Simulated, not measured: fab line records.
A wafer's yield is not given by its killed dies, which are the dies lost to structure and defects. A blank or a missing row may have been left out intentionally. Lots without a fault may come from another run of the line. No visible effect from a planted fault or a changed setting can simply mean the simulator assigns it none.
Matching of chambers / flow nandHarc / 4 sister chambers for NHARC_A_STAIRCASE_DESCUM_443 on rieDiel-12
The step chemistry O2, time 3 s. 4 wafers are shown with their chamber, then 10 later ones without.

WAFERS PAIRED WITH THEIR CHAMBERS
wafer=L087.1; chamber=0; showerheadPlenumPTorr (Torr)=1.89
wafer=L091.4; chamber=2; showerheadPlenumPTorr (Torr)=2.00
wafer=L094.1; chamber=1; showerheadPlenumPTorr (Torr)=1.96
wafer=L094.4; chamber=3; showerheadPlenumPTorr (Torr)=1.95

WAFERS WHOSE CHAMBER IS MISSING
wafer=L094.6; showerheadPlenumPTorr (Torr)=1.96
wafer=L095.1; showerheadPlenumPTorr (Torr)=2.00
wafer=L095.2; showerheadPlenumPTorr (Torr)=1.88
wafer=L095.4; showerheadPlenumPTorr (Torr)=1.96
wafer=L093.4; showerheadPlenumPTorr (Torr)=2.00
wafer=L093.5; showerheadPlenumPTorr (Torr)=2.00
wafer=L093.6; showerheadPlenumPTorr (Torr)=1.95
wafer=L096.3; showerheadPlenumPTorr (Torr)=2.00
wafer=L096.5; showerheadPlenumPTorr (Torr)=1.95
wafer=L096.6; showerheadPlenumPTorr (Torr)=1.88

WHICH CHAMBER EACH WENT THROUGH
wafer=L094.6; from the rows above=1; in truth=1
wafer=L095.1; from the rows above=2; in truth=2
wafer=L095.2; from the rows above=0; in truth=0
wafer=L095.4; from the rows above=1; in truth=1
wafer=L093.4; from the rows above=2; in truth=2
wafer=L093.5; from the rows above=2; in truth=2
wafer=L093.6; from the rows above=3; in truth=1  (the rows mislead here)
wafer=L096.3; from the rows above=2; in truth=2
wafer=L096.5; from the rows above=3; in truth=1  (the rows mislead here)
wafer=L096.6; from the rows above=0; in truth=0
Placed correctly: 8 of 10. From these rows, 0 cannot be placed. Placed wrongly: 2.
How it was worked out, from the rows above alone: a wafer's distance from a chamber is the root of the sum, over the readings, of the square of ((its reading less the chamber's mean) divided by the reading's scatter). If the next closest chamber is less than 2 further off than the closest, the wafer can't be placed; otherwise it belongs to the closest. For every chamber, the mean is computed from those of its wafers that are shown. The scatter: with one shown wafer a chamber, the root of the mean of the squares of how far each hidden wafer lies from its nearest shown one.
